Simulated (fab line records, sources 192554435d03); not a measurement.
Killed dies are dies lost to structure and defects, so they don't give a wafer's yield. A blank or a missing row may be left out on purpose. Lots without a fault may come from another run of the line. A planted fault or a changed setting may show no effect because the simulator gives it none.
Chamber matching | flow n5_finfet | N5_BEOL_M2_ETCH_64 on rie_diel-01: 4 sister chambers
The step etches SOC in N2/H2, target depth 75 nm, overetch 22.5 nm, time 121.9 s. 4 wafers are shown with their chamber, then 9 later ones without.

WAFERS WITH THEIR CHAMBER
wafer  | chamber | drypump_motor_current_A (A)
L080.2 | 1       | 5.9
L082.2 | 3       | 5.2
L082.3 | 2       | 6.1
L082.5 | 0       | 5.2

WAFERS WITHOUT THEIR CHAMBER
wafer  | drypump_motor_current_A (A)
L083.2 | 5.1
L083.3 | 5.9
L083.6 | 6.1
L088.2 | 5.3
L088.3 | 5.2
L088.5 | 5.9
L093.3 | 5.3
L093.5 | 5.9
L093.6 | 6.1

WHICH CHAMBER EACH WENT THROUGH
wafer  | from the rows above     | in truth
L083.2 | can't be placed: 0 or 3 | 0
L083.3 | 1                       | 1
L083.6 | 2                       | 2
L088.2 | can't be placed: 0 or 3 | 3
L088.3 | can't be placed: 0 or 3 | 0
L088.5 | 1                       | 1
L093.3 | can't be placed: 0 or 3 | 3
L093.5 | 1                       | 1
L093.6 | 2                       | 2
Placed correctly: 5 of 9. Can't be placed from these rows: 4 (the true chamber is among the candidates in 4). Placed wrongly: 0.
How it was worked out, from the rows above alone: a wafer's distance from a chamber is the root of the sum, over the readings, of the square of ((its reading less the chamber's mean) divided by the reading's scatter). The wafer belongs to the nearest chamber; if the next one is less than 2 further off, it can't be placed. A chamber's mean is the mean of its shown wafers. The scatter: with one shown wafer a chamber, the root of the mean of the squares of how far each hidden wafer lies from its nearest shown one.
